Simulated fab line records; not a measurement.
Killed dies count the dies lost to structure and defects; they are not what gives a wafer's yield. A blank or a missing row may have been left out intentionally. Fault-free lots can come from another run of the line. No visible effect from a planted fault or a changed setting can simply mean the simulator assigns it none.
Which tool did it?    flow nand_harc    42 wafers from 14 lots sampled at 4 of the route's 1302 steps

## WHAT THE GAUGES READ, wafer by wafer
NHARC_A_ONON_D1_THK_MEAS_14: measures by ellipsometry.
lot   measured      on             thk_nm (nm)
L152  day 7 15:17   film_metro-02  979 980 981
L153  day 8 05:15   film_metro-02  1013 1013 1013
L155  day 9 03:09   film_metro-01  1000 1000 1001
L156  day 9 11:05   film_metro-01  1004 1005 1005
L157  day 10 01:53  film_metro-02  1000 999 998
L158  day 10 01:51  film_metro-01  1004 1004 1005
L160  day 11 00:35  film_metro-02  994 996 997
L161  day 11 17:14  film_metro-02  992 994 992
L163  day 12 07:14  film_metro-01  618 618 619
L164  day 12 18:04  film_metro-01  630 630 630
L170  day 15 11:04  film_metro-01  1005 1002 1003
L172  day 16 02:53  film_metro-01  997 996 996
L174  day 16 23:50  film_metro-01  999 1001 1001
L175  day 17 10:53  film_metro-01  998 997 996

NHARC_END_SORT_01.
lot   measured      on         killed_at_array  killed_at_other  killed_at_periphery  killed_dies  killed_open  killed_short
L155  day 25 21:04  prober-02  50 33 45         1 4 2            3 2 4                54 39 51     4 3 1        2 3 2
L156  day 25 20:14  prober-01  54 77 76         1 0 0            1 3 5                56 80 81     3 4 3        2 4 3
L158  day 26 14:56  prober-02  76 63 72         0 1 0            2 2 1                78 66 73     0 3 2        3 4 2
L160  day 27 16:52  prober-01  46 38 35         0 0 1            1 3 2                47 41 38     5 2 3        6 1 5
L163  day 28 21:36  prober-01  665 662 668      1 2 1            11 13 8              677 677 677  3 3 3        2 5 2
L164  day 29 06:41  prober-02  674 674 674      1 1 1            2 2 2                677 677 677  2 3 4        1 2 3
L174  day 33 14:22  prober-02  44 50 52         2 1 1            4 2 4                50 53 57     2 2 2        0 5 4

## TOOL THAT RAN EACH LOT (tool first, then ch and the chambers of the sampled wafers, then the start)
lot   NHARC_A_ZERO_WELL_ETCH_13         NHARC_A_ONON_D1_DEP_12
L152  rie_si-03 ch 0,2, day 6 14:26     pecvd_onon-01 ch 0, day 7 14:46
L153  rie_si-05 ch 1,2,3, day 7 04:57   pecvd_onon-04 ch 0, day 8 04:46
L155  rie_si-05 ch 0,1,3, day 8 02:50   pecvd_onon-01 ch 0, day 9 02:41
L156  rie_si-04 ch 0,1,2, day 8 10:30   pecvd_onon-01 ch 0, day 9 10:35
L157  rie_si-04 ch 2,3, day 9 01:19     pecvd_onon-04 ch 0, day 10 01:21
L158  rie_si-03 ch 0,2,3, day 9 02:20   pecvd_onon-02 ch 0, day 10 01:20
L160  rie_si-05 ch 0,2,3, day 9 23:01   pecvd_onon-01 ch 0, day 11 00:08
L161  rie_si-03 ch 0,3, day 10 15:17    pecvd_onon-02 ch 0, day 11 16:50
L163  rie_si-04 ch 0,2,3, day 11 07:34  pecvd_onon-02 ch 0, day 12 06:44
L164  rie_si-03 ch 1,2, day 11 15:47    pecvd_onon-02 ch 0, day 12 17:33
L170  rie_si-05 ch 0,2, day 14 10:17    pecvd_onon-01 ch 0, day 15 10:33
L172  rie_si-04 ch 0,3, day 15 02:17    pecvd_onon-02 ch 0, day 16 02:22
L174  rie_si-04 ch 0,2,3, day 15 21:15  pecvd_onon-02 ch 0, day 16 23:26
L175  rie_si-03 ch 1,2,3, day 16 09:35  pecvd_onon-02 ch 0, day 17 10:22
- NHARC_A_ZERO_WELL_ETCH_13: etches the open film in HBr/Cl2, target depth 120 nm, time 40.1 s.
- NHARC_A_ONON_D1_DEP_12: target thk 1000 nm.

## WHAT THE TOOLS THEMSELVES READ (means of the sampled wafers that have a number; where no wafer has one, the mark that the record gives instead)
NHARC_A_ZERO_WELL_ETCH_13.
lot   tool       drypump_motor_current_A (A)  hbr_flow_sccm (sccm)  oes_product_au (a.u.)  throttle_valve_pct (%)
L152  rie_si-03  5.5                          150.0                 1.002                  26.397
L153  rie_si-05  5.9                          149.8                 0.996                  26.411
L155  rie_si-05  5.8                          150.0                 0.998                  26.405
L156  rie_si-04  5.9                          150.0                 0.995                  26.403
L157  rie_si-04  6.2                          149.7                 0.986                  26.401
L158  rie_si-03  5.6                          149.5                 0.998                  26.403
L160  rie_si-05  5.8                          150.1                 0.998                  26.404
L161  rie_si-03  5.7                          149.8                 0.996                  26.410
L163  rie_si-04  5.9                          149.5                 0.993                  26.399
L164  rie_si-03  5.5                          150.0                 0.997                  26.405
L170  rie_si-05  6.1                          150.3                 0.989                  26.407
L172  rie_si-04  5.8                          150.2                 0.993                  26.405
L174  rie_si-04  5.9                          150.4                 0.987                  26.404
L175  rie_si-03  5.6                          149.4                 0.988                  26.402

NHARC_A_ONON_D1_DEP_12.
lot   tool           n2_flow_sccm (sccm)
L152  pecvd_onon-01  2759
L153  pecvd_onon-04  2746
L155  pecvd_onon-01  2761
L156  pecvd_onon-01  2752
L157  pecvd_onon-04  2740
L158  pecvd_onon-02  2746
L160  pecvd_onon-01  2748
L161  pecvd_onon-02  2752
L163  pecvd_onon-02  2737
L164  pecvd_onon-02  2748
L170  pecvd_onon-01  2748
L172  pecvd_onon-02  2743
L174  pecvd_onon-02  2747
L175  pecvd_onon-02  2754

## THE ANSWER, worked out from the rows above alone
Rule: usual is defined by the lots themselves. Put in order of their means at a reading, lots are off if they are a third of the lots or fewer, leave a main group of 4 or more, and stand apart from it by a gap of 3 or more times the standard deviation of the main group's means; of several such gaps the widest counts. If all means in a main group match to the digits the tables above print for the reading, that group is not used. A lot without any number at a reading at which 4 lots or more have one is off too. The other lots that the step has rows for count as sound. First the gauges in route order, then the tools' own readings, where a lot's mean is used as printed above. The first step at which some lot is off is used, and at that step the reading that is off furthest; a lot without a number counts as furthest.
Off: L163, L164 (NHARC_A_ONON_D1_THK_MEAS_14, thk_nm). The main group has a mean of 999 nm with a standard deviation of 7.6.
If a tool, at a process step before that reading, ran all the lots that are off and no sound lot after the first of them, it fits. Not tried: the gauges at NHARC_A_ONON_D1_THK_MEAS_14; whatever is off there is also off at NHARC_END_SORT_01, on other tools, and gauge error can't account for it. Of those tried, none fits.

## WHAT THE SIMULATOR HAD INSERTED
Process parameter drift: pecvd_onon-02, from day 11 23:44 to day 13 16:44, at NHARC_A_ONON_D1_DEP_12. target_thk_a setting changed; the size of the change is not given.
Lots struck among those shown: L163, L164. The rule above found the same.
